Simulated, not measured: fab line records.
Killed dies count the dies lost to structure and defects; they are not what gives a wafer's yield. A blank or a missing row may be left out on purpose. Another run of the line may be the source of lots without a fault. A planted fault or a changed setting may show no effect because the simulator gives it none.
fab line records | flow n5-finfet
[record] lots = 11 wafers = 33 last-day = 17
route steps=1938 shown FIN_CUT@166 STI_FIN_REVEAL@189 PASSIVATION@1936
lots with no fault: from the same line, run without faults
start-h: the number of hours between the record's first day and the start of the first shown wafer of the lot | wait-h: how many hours have passed since the lot's step before this one | " as in the row above | L1.1+2: one row covering several wafers at once | - no value present, or no start provided | * or withheld: withheld | < > ~ a bound
route shown NAME@n: a module of which the file shows steps, and the number in the route of the first | usual: the fault-free wafers' mean and standard deviation | same: alike in all rows | chamber/n: place in a boat | sites: per-site readings | _std_site: standard deviation across them | _edge_site: the outer-site mean with the inner-site mean subtracted | radius-mm: for every site, how far away it sits from the centre of the wafer | mask NAME#n: copy n | behind: the last tool/chamber to shape the wafer | hold: why the lot went on hold/how many hours it stayed there/how the hold came to an end | device: which transistor (n, p or np) failed to switch | end of line: the same wafers' tests at the end of the route | a step without rows: its recipe alone | killed: not the wafer's yield, but the dies lost to structure and defects at the first sort | map: per-die view of a wafer (x killed, . not killed, _ where there is no die)
set.NAME: the setting the step ran with; set.NAME@STEP: the setting that earlier step ran with | model.NAME: the simulator's own value behind a step, which no gauge read
one table for each step of the route and one row for each wafer, over a sample of lots
services: when a tool's chamber went out of use (start-h, in hours from the record's first day, below 0 if earlier), for how many hours, and the reason
[[steps]]
[step N5_FIN_CUT_DESCUM_13]
[recipe] chemistry = O2 time-s = 7 source-power-w = 50 bias-power-w = 20 pressure-mtorr = 20 rf-frequency-hz = 2.712e+07 temp-c = 40 resist = CAR-EUV o2-flow-sccm = 225
[usual] drypump-motor-current-A = 5.51/0.26 oes-product-au = 0.78/0.08 rf-vpp-V = 243.6/1.3 showerhead-plenum-p-Torr = 2.12/0.068 throttle-valve-pct = 20.43/0.23
// columns lot.wafer tool chamber start-h wait-h drypump-motor-current-A oes-product-au rf-hours-counter-h rf-vpp-V showerhead-plenum-p-Torr throttle-valve-pct
L764.2 rie-diel-02 2 51.75 0.0 5.86 0.89 38 244.9 2.14 19.95
L764.3 " 1 " " 5.68 0.90 24 242.6 2.04 20.37
L764.6 " 2 " " 5.85 0.91 - 243.6 2.14 19.93
L766.4 rie-diel-06 0 62.10 0.0 5.79 0.72 189 243.8 2.07 20.50
L766.5 " 0 " " 5.80 0.72 - 242.8 2.07 20.53
L766.6 " 3 " " 5.89 0.91 - 246.3 2.24 20.05
L767.3 rie-diel-02 3 69.18 0.2 5.32 0.79 121 242.5 2.02 20.43
L767.4 " 2 " " 5.81 0.89 42 243.1 2.14 19.95
L767.5 " 3 " " 5.35 0.79 - 241.5 2.02 20.41
L769.2 rie-diel-02 1 82.11 0.0 5.67 0.88 33 244.0 2.04 20.39
L769.4 " 3 " " 5.35 0.78 125 243.4 2.01 20.42
L769.6 " 3 " " 5.35 0.79 - 241.6 2.01 20.43
L770.1 rie-diel-06 2 87.32 0.0 5.41 0.75 156 245.4 2.18 20.21
L770.2 " 1 " " 5.31 0.70 184 243.0 2.08 20.54
L770.6 " 3 " " 5.89 0.90 - 244.2 2.23 20.08
L771.1 rie-diel-02 3 97.15 0.0 5.34 0.79 130 243.5 2.01 20.43
L771.5 " 0 " " 5.11 0.70 - 243.7 2.17 20.58
L771.6 " 3 " " 5.34 0.78 - 242.0 2.01 20.43
L778.2 rie-diel-02 3 134.78 0.0 5.35 0.77 142 242.5 2.01 20.44
L778.4 " 1 " " 5.65 0.86 48 243.3 2.04 20.40
L778.6 " 1 " " 5.64 0.85 - 241.1 2.04 20.42
L779.1 rie-diel-06 2 142.82 0.0 5.42 0.75 168 243.2 2.18 20.23
L779.4 " 0 " " 5.78 0.72 215 244.1 2.06 20.57
L779.6 " 2 " " 5.42 0.74 - 245.2 2.18 20.24
L780.1 rie-diel-06 2 147.56 0.0 5.48 0.74 170 243.5 2.18 20.23
L780.2 " 0 " " 5.80 0.71 217 242.8 2.06 20.54
L780.6 " 2 " " 5.44 0.74 - 244.5 2.18 20.23
L781.3 rie-diel-01 3 155.70 0.0 5.17 0.86 46 242.6 2.13 20.67
L781.5 " 0 " " 5.43 0.77 - 241.5 2.02 20.57
L781.6 " 1 " " 5.46 0.71 - 243.5 2.16 20.38
L782.1 rie-diel-01 0 158.15 0.2 5.42 0.76 145 242.8 2.02 20.57
L782.4 " 2 " " 5.73 0.69 227 243.7 2.15 20.88
L782.6 " 3 " " 5.13 0.86 - 243.7 2.13 20.67
[step N5_FIN_CUT_CUT_ETCH_26]
[recipe] chemistry = CH3F/O2 target = SiNx target-depth-a = 390 mask-material = SOC time-s = 55.7 pressure-mtorr = 30 source-w = 395 bias-w = 73 Ar_flow_sccm = 150 CH3F_flow_sccm = 30 O2_flow_sccm = 20 ion-energy-ev = 120
[usual] drypump-motor-current-A = 5.50/0.26 oes-product-au = 0.78/0.079 rf-vpp-V = 298/6.5 showerhead-plenum-p-Torr = 2.02/0.067 throttle-valve-pct = 16.34/0.25
// columns lot.wafer tool chamber start-h wait-h drypump-motor-current-A oes-product-au rf-hours-counter-h rf-vpp-V showerhead-plenum-p-Torr throttle-valve-pct
L764.2 rie-diel-02 2 52.19 0.0 5.83 0.90 38 307 2.03 15.82
L764.3 " 1 " " 5.66 0.90 25 302 1.95 16.22
L764.6 " 2 " " 5.85 0.89 - 309 2.03 15.84
L766.4 rie-diel-06 0 62.54 0.0 5.79 0.73 190 292 2.00 16.59
L766.5 " 0 " " 5.81 0.73 - 291 2.00 16.59
L766.6 " 3 " " 5.89 0.91 - 300 2.15 16.05
L767.3 rie-diel-02 3 69.62 0.0 5.34 0.80 122 294 1.92 16.30
L767.4 " 2 " " 5.84 0.89 43 309 2.03 15.84
L767.5 " 3 " " 5.33 0.79 - 295 1.92 16.28
L769.2 rie-diel-02 1 82.54 0.0 5.67 0.89 33 301 1.94 16.23
L769.4 " 3 " " 5.38 0.79 126 294 1.92 16.32
L769.6 " 3 " " 5.37 0.79 - 295 1.92 16.30
L770.1 rie-diel-06 2 87.76 0.0 5.45 0.74 156 286 2.07 16.12
L770.2 " 1 " " 5.31 0.71 185 301 1.98 16.42
L770.6 " 3 " " 5.88 0.91 - 301 2.14 16.04
L771.1 rie-diel-02 3 97.59 0.0 5.31 0.78 130 296 1.92 16.30
L771.5 " 0 " " 5.12 0.70 - 305 2.06 16.43
L771.6 " 3 " " 5.35 0.79 - 294 1.92 16.32
L778.2 rie-diel-02 3 135.22 0.0 5.34 0.78 142 294 1.91 16.33
L778.4 " 1 " " 5.65 0.87 48 300 1.94 16.25
L778.6 " 1 " " 5.66 0.87 - 301 1.94 16.26
L779.1 rie-diel-06 2 143.26 0.0 5.41 0.75 168 286 2.07 16.15
L779.4 " 0 " " 5.79 0.71 215 290 1.99 16.63
L779.6 " 2 " " 5.39 0.75 - 285 2.07 16.13
L780.1 rie-diel-06 2 148.00 0.0 5.41 0.73 170 286 2.07 16.15
L780.2 " 0 " " 5.77 0.71 217 292 1.99 16.63
L780.6 " 2 " " 5.43 0.74 - 285 2.07 16.14
L781.3 rie-diel-01 3 156.13 0.0 5.15 0.85 46 295 2.04 16.56
L781.5 " 0 " " 5.42 0.77 - 288 1.92 16.40
L781.6 " 1 " " 5.49 0.69 - 297 2.05 16.32
L782.1 rie-diel-01 0 158.58 0.0 5.42 0.76 146 287 1.91 16.38
L782.4 " 2 " " 5.78 0.68 227 302 2.07 16.89
L782.6 " 3 " " 5.15 0.85 - 296 2.04 16.56
[step N5_STI_FIN_REVEAL_DENSIFY_30]
[recipe] temp-c = * time-s = * ambient = N2 idle-temp-c = 600 ramp-up-c-per-s = 150 ramp-down-c-per-s = 60 cool-to-c = 600
[usual] lamp-power-pct = 11.53/0.055 wafer_temp_C_max = *
// columns lot.wafer tool chamber start-h wait-h lamp-power-pct wafer_temp_C_max
L764.2 rtp-anneal-01 0 58.58 0.1 11.56 *
L764.3 " 0 " " 11.56 *
L764.6 " 0 " " 11.52 *
L766.4 rtp-anneal-02 0 68.70 0.2 11.56 *
L766.5 " 0 " " 11.47 *
L766.6 " 0 " " 11.69 *
L767.3 rtp-anneal-01 0 75.88 0.1 11.42 *
L767.4 " 0 " " 11.58 *
L767.5 " 0 " " 11.50 *
L769.2 rtp-anneal-01 0 89.16 0.2 11.60 *
L769.4 " 0 " " 11.53 *
L769.6 " 0 " " 11.55 *
L770.1 rtp-anneal-02 0 93.69 0.0 11.47 *
L770.2 " 0 " " 11.52 *
L770.6 " 0 " " 11.50 *
L771.1 rtp-anneal-02 0 103.74 0.1 11.41 *
L771.5 " 0 " " 11.56 *
L771.6 " 0 " " 11.58 *
L778.2 rtp-anneal-02 0 142.77 0.1 11.51 *
L778.4 " 0 " " 11.46 *
L778.6 " 0 " " 11.54 *
L779.1 rtp-anneal-02 0 151.10 0.0 11.57 *
L779.4 " 0 " " 11.59 *
L779.6 " 0 " " 11.50 *
L780.1 rtp-anneal-02 0 154.15 0.1 11.49 *
L780.2 " 0 " " 11.57 *
L780.6 " 0 " " 11.55 *
L781.3 rtp-anneal-01 0 162.31 0.2 11.46 *
L781.5 " 0 " " 11.53 *
L781.6 " 0 " " 11.57 *
L782.1 rtp-anneal-01 0 164.68 0.2 11.52 *
L782.4 " 0 " " 11.45 *
L782.6 " 0 " " 11.54 *
[step N5_STI_FIN_REVEAL_OXIDATION_31]
[recipe] chemistry = O2_PLASMA_REMOTE temp-c = 150 time-s = 20 pressure-mtorr = 1000 source-power-w = 2000 o2-flow-sccm = 3000
[usual] chamber-pressure-mTorr = 999.8/0.98 drypump-motor-current-A = 5.7/0.52 heater-power-w = 137/15
// columns lot.wafer tool chamber start-h wait-h chamber-pressure-mTorr drypump-motor-current-A heater-power-w rf-hours-counter-h
L764.2 plasma-asher-02 0 61.42 0.3 1000.4 6.7 141 81
L764.3 " 0 " " 1001.4 6.7 138 -
L764.6 " 1 " " 1000.3 5.2 137 -
L766.4 plasma-asher-01 0 71.38 0.1 998.7 5.3 123 -
L766.5 " 0 " " 1000.7 5.3 119 -
L766.6 " 1 " " 999.6 5.7 158 -
L767.3 plasma-asher-01 1 78.57 0.1 999.0 5.7 153 -
L767.4 " 0 " " 999.2 5.3 122 -
L767.5 " 0 " " 998.9 5.3 122 -
L769.2 plasma-asher-01 1 91.76 0.0 1000.9 5.8 155 37
L769.4 " 0 " " 999.0 5.3 122 -
L769.6 " 0 " " 1001.5 5.2 120 -
L770.1 plasma-asher-01 0 96.88 0.0 - - - -
L770.2 " 1 " " - - - -
L770.6 " 0 " " - - - -
L771.1 plasma-asher-01 0 106.51 0.0 - - - -
L771.5 " 1 " " - - - -
L771.6 " 0 " " - - - -
L778.2 plasma-asher-01 1 145.47 0.0 999.2 5.7 152 47
L778.4 " 0 " " 998.8 5.3 121 -
L778.6 " 0 " " 1000.1 5.3 119 -
L779.1 plasma-asher-01 1 153.76 0.0 1000.1 5.7 153 49
L779.4 " 1 " " 999.3 5.7 152 -
L779.6 " 0 " " 1000.5 5.3 121 -
L780.1 plasma-asher-01 0 156.78 0.0 998.7 5.2 121 50
L780.2 " 1 " " 999.7 5.8 155 50
L780.6 " 0 " " 999.9 5.3 121 -
L781.3 plasma-asher-01 1 164.88 0.1 999.9 5.7 155 -
L781.5 " 1 " " 999.9 5.7 158 -
L781.6 " 0 " " 999.6 5.2 118 -
L782.1 plasma-asher-01 0 167.30 0.0 999.6 5.3 119 51
L782.4 " 0 " " 999.7 5.2 120 -
L782.6 " 1 " " 999.2 5.8 157 -
[step N5_STI_FIN_REVEAL_CD_MEAS_22]
[recipe] target-cd-nm = 6.238 pitch-nm = 28 polarity = line
[usual] cd-nm = 6.22/0.27
// columns lot.wafer tool chamber start-h wait-h cd-nm
L764.2 cd-sem-01 - 61.94 0.0 5.34
L764.3 " - " " 6.26
L764.6 " - " " 6.01
L766.4 cd-sem-01 - 71.95 0.0 6.14
L766.5 " - " " 6.61
L766.6 " - " " 6.17
L767.3 cd-sem-01 - 79.56 0.0 6.26
L767.4 " - " " 6.04
L767.5 " - " " 6.31
L769.2 cd-sem-02 - 92.38 0.0 6.16
L769.4 " - " " 6.58
L769.6 " - " " 6.26
L770.1 cd-sem-03 - 97.40 0.0 7.72
L770.2 " - " " 6.95
L770.6 " - " " 6.73
L771.1 cd-sem-01 - 107.03 0.0 7.38
L771.5 " - " " 7.16
L771.6 " - " " 7.65
L778.2 cd-sem-02 - 145.99 0.0 6.13
L778.4 " - " " 5.89
L778.6 " - " " 5.89
L779.1 cd-sem-03 - 154.27 0.0 6.74
L779.4 " - " " 6.06
L779.6 " - " " 6.08
L780.1 cd-sem-02 - 157.29 0.0 6.59
L780.2 " - " " 6.03
L780.6 " - " " 6.08
L781.3 cd-sem-03 - 165.41 0.0 6.77
L781.5 " - " " 6.17
L781.6 " - " " 6.52
L782.1 cd-sem-03 - 167.82 0.0 6.45
L782.4 " - " " 5.95
L782.6 " - " " 6.37
[step N5_PASSIVATION_PROBE_49]
[usual] killed_at_M0_to_M3 = 34/11 killed_at_M4_up = 14/5.7 killed-at-contacts = 14/6.9 killed-at-front-end = 40/11 killed-at-other = 4/3.1 killed-dies = 105/17 killed-open = 70/13 killed-short = 34/7.6
[same] gross-dies = 1180 killed-at-back-side = 0
// columns lot.wafer tool chamber start-h wait-h killed_at_M0_to_M3 killed_at_M4_up killed-at-contacts killed-at-front-end killed-at-other killed-dies killed-open killed-short
L771.5 prober-01 - 343.69 0.2 47 9 18 23 5 102 65 36
L771.6 prober-01 - 343.74 0.3 22 12 14 53 8 109 70 39
L779.1 prober-01 - 403.27 0.0 24 10 13 28 4 79 49 30
L779.4 prober-01 - 403.42 0.2 36 15 10 29 2 92 59 33
L779.6 prober-01 - 403.52 0.3 55 13 16 33 2 119 84 35
// killed by level:class
L771.5 MOL_CONTACT_COAG:geometric-particle:open=15 BEOL_M2:geometric-particle:open=10 BEOL_M0_SAQP:geometric-particle:short=9 BEOL_M0_SAQP:geometric-particle:open=8 BEOL_M3:geometric-particle:open=8 BEOL_M4:geometric-particle:open=6 SPACER0:geometric-particle:short=4 GATE_CUT:geometric-particle:short=4
L771.6 FIN_SAQP:geometric-particle:open=16 GATE_CUT:geometric-particle:short=14 MOL_CONTACT_COAG:geometric-particle:open=13 FIN_SAQP:geometric-particle:short=6 BEOL_M0_SAQP:geometric-particle:short=6 BEOL_M4:geometric-particle:open=6 DUMMY_GATE:geometric-particle:open=5 BEOL_M1:geometric-particle:open=5
L779.1 MOL_CONTACT_COAG:geometric-particle:open=10 FIN_SAQP:geometric-particle:open=7 BEOL_M0_SAQP:geometric-particle:open=7 STI_FIN_REVEAL:geometric-particle:open=6 BEOL_M0_SAQP:geometric-particle:short=5 FIN_SAQP:geometric-particle:short=4 BEOL_M3:geometric-particle:open=4 GATE_CUT:geometric-particle:short=3
L779.4 BEOL_M0_SAQP:geometric-particle:open=10 STI_FIN_REVEAL:geometric-particle:open=8 MOL_CONTACT_COAG:geometric-particle:open=8 BEOL_M2:geometric-particle:open=7 BEOL_M3:geometric-particle:open=7 FIN_SAQP:geometric-particle:short=5 GATE_CUT:geometric-particle:short=4 BEOL_M0_SAQP:geometric-particle:short=4
L779.6 STI_FIN_REVEAL:geometric-particle:open=13 MOL_CONTACT_COAG:geometric-particle:open=12 BEOL_M0_SAQP:geometric-particle:open=12 BEOL_M0_SAQP:geometric-particle:short=10 BEOL_M0:geometric-particle:open=9 BEOL_M3:geometric-particle:open=6 BEOL_M2:geometric-particle:open=5 FIN_SAQP:geometric-particle:open=4
[[services]]
// columns tool chamber start-h hours kind
plasma-asher-01 - 40.87 2.2 repair
plasma-asher-01 - 56.11 12.3 repair
plasma-asher-02 - 78.45 1.9 repair
rie-diel-06 2 125.43 12.1 repair
rie-diel-02 3 142.67 1.8 repair
rie-diel-01 2 164.28 2.8 repair
[[key]]
[first-sign] step = N5_STI_FIN_REVEAL_OXIDATION_31 reading = tool-record direction = missing
[effect] step = N5_STI_FIN_REVEAL_CD_MEAS_22 reading = cd-nm direction = up sigmas = 3.8 usual = 6.22 struck = 7.27
met-at N5_STI_FIN_REVEAL_OXIDATION_31
struck-lots L770,L771
tester-left-out L770,L771
not-acting-at N5_FIN_CUT_DESCUM_13,N5_FIN_CUT_CUT_ETCH_26,N5_STI_FIN_REVEAL_DENSIFY_30
onset-between 91.76 96.88
[fault] kind = skipped-step-whole tool = plasma-asher-01 chamber = - onset-h = 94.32 steps = N5_STI_FIN_REVEAL_OXIDATION_31 scope = struck-lots-only
// tester-left-out: of these lots the tester's yield and bins aren't shown, on N5 and GAA mostly nor the transistor test; their killed dies are dies lost to structure and defects alone, not to doping, threshold or leakage, so they don't give the yield
